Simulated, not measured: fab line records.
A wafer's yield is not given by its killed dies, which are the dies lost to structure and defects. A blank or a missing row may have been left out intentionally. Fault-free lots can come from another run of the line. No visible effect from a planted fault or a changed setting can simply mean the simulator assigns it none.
Matching of chambers :: flow nand_harc :: NHARC_A_STAIRCASE_DESCUM_270 on rie_diel-13 has 4 sister chambers
The step chemistry O2, time 3 s. 4 wafers are shown with their chamber, then 7 later ones without.

## WAFERS WITH THEIR CHAMBER
wafer: L089.5
chamber: 0
showerhead_plenum_p_Torr (Torr): 1.90

wafer: L091.3
chamber: 3
showerhead_plenum_p_Torr (Torr): 2.02

wafer: L092.3
chamber: 2
showerhead_plenum_p_Torr (Torr): 1.97

wafer: L092.5
chamber: 1
showerhead_plenum_p_Torr (Torr): 1.79

## WAFERS WITHOUT THEIR CHAMBER
wafer: L092.6
showerhead_plenum_p_Torr (Torr): 1.97

wafer: L094.2
showerhead_plenum_p_Torr (Torr): 1.97

wafer: L094.4
showerhead_plenum_p_Torr (Torr): 1.78

wafer: L094.6
showerhead_plenum_p_Torr (Torr): 1.97

wafer: L095.2
showerhead_plenum_p_Torr (Torr): 1.97

wafer: L095.3
showerhead_plenum_p_Torr (Torr): 1.78

wafer: L095.5
showerhead_plenum_p_Torr (Torr): 1.89

## WHICH CHAMBER EACH ONE RAN IN
wafer: L092.6
from the rows above: 2
in truth: 2

wafer: L094.2
from the rows above: 2
in truth: 2

wafer: L094.4
from the rows above: 1
in truth: 1

wafer: L094.6
from the rows above: 2
in truth: 2

wafer: L095.2
from the rows above: 2
in truth: 2

wafer: L095.3
from the rows above: 1
in truth: 1

wafer: L095.5
from the rows above: 0
in truth: 0
7 of 7 placed correctly. Not placeable from these rows: 0. Number placed wrongly: 0.
How it was worked out, from the rows above alone: a wafer's distance from a chamber is the root of the sum, over the readings, of the square of ((its reading less the chamber's mean) divided by the reading's scatter). If the next closest chamber is less than 2 further off than the closest, the wafer can't be placed; otherwise it belongs to the closest. A chamber's mean is the mean of its shown wafers. The scatter (one wafer shown for each chamber): square how far every hidden wafer sits from the nearest shown wafer, average those squares and take the square root.
